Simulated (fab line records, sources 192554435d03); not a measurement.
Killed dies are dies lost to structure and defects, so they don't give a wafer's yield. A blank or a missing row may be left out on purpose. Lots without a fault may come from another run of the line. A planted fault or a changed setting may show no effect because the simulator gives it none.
Which tool did it? | flow n5_finfet | 12 lots, 36 wafers sampled, at 4 steps of a route of 1938

WHAT THE GAUGES READ, wafer by wafer
N5_BEOL_M1_RS_MEAS_58: measures by four-point-probe.
lot  | measured     | on            | M1_RS (ohm/sq)
L074 | day 6 11:24  | film_metro-02 | 0.67 0.64 0.66
L077 | day 7 01:27  | film_metro-01 | 0.70 0.69 0.70
L079 | day 7 16:04  | film_metro-01 | 0.65 0.68 0.65
L081 | day 8 00:40  | film_metro-01 | 0.69 0.62 0.64
L083 | day 8 12:53  | film_metro-01 | 0.71 0.70 0.64
L085 | day 9 15:35  | film_metro-02 | 0.71 0.72 0.65
L087 | day 10 13:49 | film_metro-01 | 0.66 0.61 0.62
L089 | day 10 20:04 | film_metro-02 | 0.68 0.72 0.64
L090 | day 11 00:41 | film_metro-01 | 0.64 0.63 0.62
L093 | day 11 10:14 | film_metro-02 | 0.67 0.64 0.62
L095 | day 11 19:34 | film_metro-02 | 0.71 0.67 0.64
L097 | day 12 09:29 | film_metro-01 | 0.63 0.65 0.61

WHICH TOOL RAN EACH LOT (tool, then ch and the chambers of the sampled wafers, then the start)
lot  | N5_BEOL_M1_ANNEAL_49         | N5_BEOL_M1_ANNEAL_93         | N5_BEOL_M1_SPUTTER_96
L074 | pvd_sputter-03, day 6 08:40  | pvd_sputter-03, day 6 09:59  | pvd_sputter-03, day 6 10:21
L077 | pvd_sputter-01, day 6 22:42  | pvd_sputter-01, day 7 00:01  | pvd_sputter-01, day 7 00:23
L079 | pvd_sputter-03, day 7 13:19  | pvd_sputter-03, day 7 14:38  | pvd_sputter-03, day 7 14:59
L081 | pvd_sputter-01, day 7 21:48  | pvd_sputter-01, day 7 23:07  | pvd_sputter-01, day 7 23:29
L083 | pvd_sputter-01, day 8 10:10  | pvd_sputter-01, day 8 11:29  | pvd_sputter-01, day 8 11:50
L085 | pvd_sputter-03, day 9 12:14  | pvd_sputter-03, day 9 13:33  | pvd_sputter-03, day 9 13:55
L087 | pvd_sputter-01, day 10 10:56 | pvd_sputter-01, day 10 12:15 | pvd_sputter-01, day 10 12:37
L089 | pvd_sputter-01, day 10 17:19 | pvd_sputter-01, day 10 18:38 | pvd_sputter-01, day 10 18:59
L090 | pvd_sputter-03, day 10 21:16 | pvd_sputter-03, day 10 22:35 | pvd_sputter-03, day 10 22:57
L093 | pvd_sputter-01, day 11 07:31 | pvd_sputter-01, day 11 08:50 | pvd_sputter-01, day 11 09:11
L095 | pvd_sputter-03, day 11 16:34 | pvd_sputter-03, day 11 17:53 | pvd_sputter-03, day 11 18:14
L097 | pvd_sputter-03, day 12 06:34 | pvd_sputter-03, day 12 07:53 | pvd_sputter-03, day 12 08:15
- N5_BEOL_M1_ANNEAL_49: time 240 s.
- N5_BEOL_M1_ANNEAL_93: time 240 s.
- N5_BEOL_M1_SPUTTER_96: material Cu, target thk 4.5 nm, time 8.29 s.

THE ANSWER, worked out from the rows above alone
Rule: what is usual is taken from the lots themselves. Put in order of their means at a reading, lots are off if they are a third of the lots or fewer, leave a main group of 4 or more, and stand apart from it by a gap of 3 or more times the standard deviation of the main group's means; of several such gaps the widest counts. A main group whose means are all the same, to the digits that the tables above print for the reading, isn't used. A lot without any number at a reading at which 4 lots or more have one is off too. The other lots that the step has rows for count as sound.
No lot is off at any reading shown: from this, nothing can be told.

WHAT THE SIMULATOR HAD PUT IN
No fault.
